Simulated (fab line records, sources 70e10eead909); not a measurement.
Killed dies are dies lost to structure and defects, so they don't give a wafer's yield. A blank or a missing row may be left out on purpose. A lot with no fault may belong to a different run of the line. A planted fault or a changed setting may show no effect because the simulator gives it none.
Comparing a struck lot with a sound one :: flow nand harc :: 26 steps out of a route of 1302
Sound: the wafers L782.1, L782.2, L782.3. Struck: wafer L799.2. (L799.5, L799.6 of the same lot were not struck and are left out.) The cause comes at the end.
Each step with rows lists, per side, the tool, then ch with its chambers, then its first start. Under that, the readings that differ: sound wafers :: struck wafers :: difference of the means :: sigmas: that difference in standard deviations of wafers without a fault.
alike: words and numbers the same on both sides, and readings whose means are apart by under 2 such deviations; not compared: readings that were withheld, readings missing a value for some wafer, numbers with overlapping values and no deviation given by the record, and bounds like >300 which may hide the same value.
A row with sigmas, a row that says differs or no value, or rows on one side alone: a step with any of these is where the two part. Numbers that have no deviation but don't overlap get no sigmas and don't part them. Lack of a reading on every wafer of one side parts them only where that side has two or more wafers.

NHARC_P_ZERO_WELL_INSPECT_43:
  sound on defect inspect-02 at day 4 15:34; struck on defect inspect-02 at day 11 17:36
  alike: raw defect count
then, 11 steps without rows for these wafers: NHARC_P_STI_ETCH_26 (etches SiO2 in dHF, target depth 11 nm); NHARC_P_STI_PRECLEAN_27 (cleans in SC1); NHARC_P_STI_SRD_28; NHARC_P_STI_OXIDE_29 (material SiO2, target thk 10 nm, ox time 1362 s); NHARC_P_STI_HM_DEP_30 (deposits Si3N4, target thk 80 nm, time 873 s); NHARC_P_STI_DEHYDRATE_01 (time 120 s); NHARC_P_STI_HMDS_02 (time 30 s); NHARC_P_STI_COAT_41 (time 65 s); NHARC_P_STI_COAT_03 (resist thk 600 nm); NHARC_P_STI_SOFTBAKE_04 (time 70 s); NHARC_P_STI_EBR_05.
NHARC_P_STI_EXPOSE_06: exposes mask P STI, target cd 200 nm.
  sound on krf scanner-01 ch 0, day 5 06:09; struck on krf scanner-01 ch 0, day 12 11:52
  alike: mask, reticle temp C
then, 2 steps without rows for these wafers: NHARC_P_STI_PEB_07 (peb time 80 s); NHARC_P_STI_DEVELOP_08 (time 50 s).
NHARC_P_STI_CD_MEAS_09 targets a cd of 200 nm.
  sound on cd sem-02 ch 0, day 5 06:18; struck on cd sem-02 ch 0, day 12 12:01
reading: cd nm (nm)
sound: 199.3 198.2 199.5
struck: 154.7
difference: -44.3
sigmas: -21
NHARC_P_STI_OVL_MEAS_10:
  sound on overlay-02 at day 5 06:23; struck on overlay-02 at day 12 12:05
  alike: overlay x nm, overlay y nm
NHARC_P_STI_INSPECT_11:
  sound on defect inspect-01 at day 5 06:26; struck on defect inspect-02 at day 12 12:08
  alike: raw defect count
then, 1 step without rows for these wafers: NHARC_P_STI_HARDBAKE_13 (time 65 s).
NHARC_P_STI_DESCUM_14: chemistry O2, time 3 s.
  sound on rie diel-09 ch 1,2,3, day 5 06:34; struck on rie diel-03 ch 3, day 12 12:17
reading: rf hours counter h (h)
sound: 8 8 7
struck: 15
difference: +7
sigmas: 

reading: model.P_STI.cd nm (nm)
sound: 199.5 197.9 200.2
struck: 154.3
difference: -44.9
sigmas: 
  alike: drypump motor current A, o2 flow sccm, oes product au, rf vpp V, showerhead plenum p Torr, throttle valve pct
NHARC_P_STI_ETCH_42: etches the open film in N2/H2, target depth 80 nm, overetch 24 nm, time 61 s.
  sound on rie diel-09 ch 1,2,3, day 5 06:39; struck on rie diel-03 ch 1, day 12 12:21
reading: rf hours counter h (h)
sound: 7 8 8
struck: 14
difference: +6
sigmas: 
  alike: drypump motor current A, oes product au, rf vpp V, showerhead plenum p Torr, throttle valve pct
NHARC_P_STI_ETCH_31: etches the open film in CF4/CHF3, target depth 108.9 nm, time 54.5 s.
  sound: rie diel-09 ch 0,2,3; struck: rie diel-03 ch 1
reading: rf hours counter h (h)
sound: 7 8 8
struck: 14
difference: +6
sigmas: 
  alike: cf4 flow sccm, drypump motor current A, oes product au, rf vpp V, showerhead plenum p Torr, throttle valve pct
NHARC_P_STI_ETCH_15: etches the open film in HBr/Cl2, target depth 300 nm, time 100.1 s.
  sound on rie si-06 ch 0,2,3, day 5 06:51; struck on rie si-03 ch 1, day 12 12:35
reading: rf hours counter h (h)
sound: 0.1 0.1 0.1
struck: 0.3
difference: +0.2
sigmas: 

reading: model.P_STI.cd nm (nm)
sound: 199.6 196.6 200.1
struck: 154.3
difference: -44.5
sigmas: 
  alike: drypump motor current A, oes product au, throttle valve pct
NHARC_P_STI_CD_MEAS_16:
  sound on cd sem-01 at day 5 07:00; struck on cd sem-01 at day 12 12:42
reading: cd nm (nm)
sound: 200.0 196.7 200.3
struck: 154.3
difference: -44.7
sigmas: -19
NHARC_P_STI_OCD_MEAS_17:
  sound on ocd-01 at day 5 07:05; struck on ocd-02 at day 12 12:47
reading: trench foot cd nm (nm)
sound: 156.6 156.4 156.9
struck: 112.8
difference: -43.8
sigmas: -21
then, 1 step without rows for these wafers: NHARC_P_STI_STRIP_19 (strips in SPM, time 900 s).

== WHERE THEY PART ==
Last at NHARC_P_STI_OCD_MEAS_17 as far as this record goes, first at NHARC_P_STI_CD_MEAS_09.

WHY: what the simulator had put in
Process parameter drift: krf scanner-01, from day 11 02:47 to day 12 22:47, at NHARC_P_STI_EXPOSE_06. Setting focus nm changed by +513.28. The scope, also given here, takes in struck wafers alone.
